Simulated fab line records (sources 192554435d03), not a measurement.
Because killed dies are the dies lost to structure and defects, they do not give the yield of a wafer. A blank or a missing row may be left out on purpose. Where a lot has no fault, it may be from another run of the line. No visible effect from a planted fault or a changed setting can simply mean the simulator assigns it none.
Chamber matching || flow n5 finfet || rie diel-01 running N5_BEOL_M10_ETCH_65: 4 sister chambers
The step etches SiARC in CF4, target depth 39 nm, time 65 s. 8 wafers are shown with their chamber, then 9 later ones without.

## WAFERS WITH THEIR CHAMBER
{"wafer": "L077.2", "chamber": 2, "drypump motor current A (A)": 5.9, "showerhead plenum p Torr (Torr)": 2.18}
{"wafer": "L083.5", "chamber": 0, "drypump motor current A (A)": 6.0, "showerhead plenum p Torr (Torr)": 2.25}
{"wafer": "L086.2", "chamber": 1, "drypump motor current A (A)": 6.0, "showerhead plenum p Torr (Torr)": 2.08}
{"wafer": "L086.3", "chamber": 0, "drypump motor current A (A)": 6.0, "showerhead plenum p Torr (Torr)": 2.24}
{"wafer": "L086.6", "chamber": 3, "drypump motor current A (A)": 5.3, "showerhead plenum p Torr (Torr)": 2.26}
{"wafer": "L087.1", "chamber": 2, "drypump motor current A (A)": 5.9, "showerhead plenum p Torr (Torr)": 2.18}
{"wafer": "L087.2", "chamber": 3, "drypump motor current A (A)": 5.3, "showerhead plenum p Torr (Torr)": 2.26}
{"wafer": "L087.5", "chamber": 1, "drypump motor current A (A)": 6.1, "showerhead plenum p Torr (Torr)": 2.08}

## WAFERS MISSING THEIR CHAMBER
{"wafer": "L090.1", "drypump motor current A (A)": 6.1, "showerhead plenum p Torr (Torr)": 2.08}
{"wafer": "L090.4", "drypump motor current A (A)": 5.3, "showerhead plenum p Torr (Torr)": 2.26}
{"wafer": "L090.5", "drypump motor current A (A)": 6.1, "showerhead plenum p Torr (Torr)": 2.08}
{"wafer": "L095.3", "drypump motor current A (A)": 6.0, "showerhead plenum p Torr (Torr)": 2.23}
{"wafer": "L095.5", "drypump motor current A (A)": 5.3, "showerhead plenum p Torr (Torr)": 2.26}
{"wafer": "L095.6", "drypump motor current A (A)": 6.0, "showerhead plenum p Torr (Torr)": 2.23}
{"wafer": "L096.3", "drypump motor current A (A)": 5.9, "showerhead plenum p Torr (Torr)": 2.17}
{"wafer": "L096.4", "drypump motor current A (A)": 5.3, "showerhead plenum p Torr (Torr)": 2.26}
{"wafer": "L096.5", "drypump motor current A (A)": 5.3, "showerhead plenum p Torr (Torr)": 2.26}

## WHICH CHAMBER EACH WENT THROUGH
{"wafer": "L090.1", "from the rows above": 1, "in truth": 1}
{"wafer": "L090.4", "from the rows above": 3, "in truth": 3}
{"wafer": "L090.5", "from the rows above": 1, "in truth": 1}
{"wafer": "L095.3", "from the rows above": 0, "in truth": 0}
{"wafer": "L095.5", "from the rows above": 3, "in truth": 3}
{"wafer": "L095.6", "from the rows above": 0, "in truth": 0}
{"wafer": "L096.3", "from the rows above": 2, "in truth": 2}
{"wafer": "L096.4", "from the rows above": 3, "in truth": 3}
{"wafer": "L096.5", "from the rows above": 3, "in truth": 3}
Correct placement for 9 of the 9. From these rows, 0 cannot be placed. 0 placed wrongly.
How it was worked out, from the rows above alone: a wafer's distance from a chamber is the root of the sum, over the readings, of the square of ((its reading less the chamber's mean) divided by the reading's scatter). If the next closest chamber is less than 2 further off than the closest, the wafer can't be placed; otherwise it belongs to the closest. Each chamber's mean is taken over the wafers shown for it. The scatter is the square root of a quotient: the sum, over the shown wafers, of each reading's squared deviation from its chamber's mean, divided by wafers minus chambers.
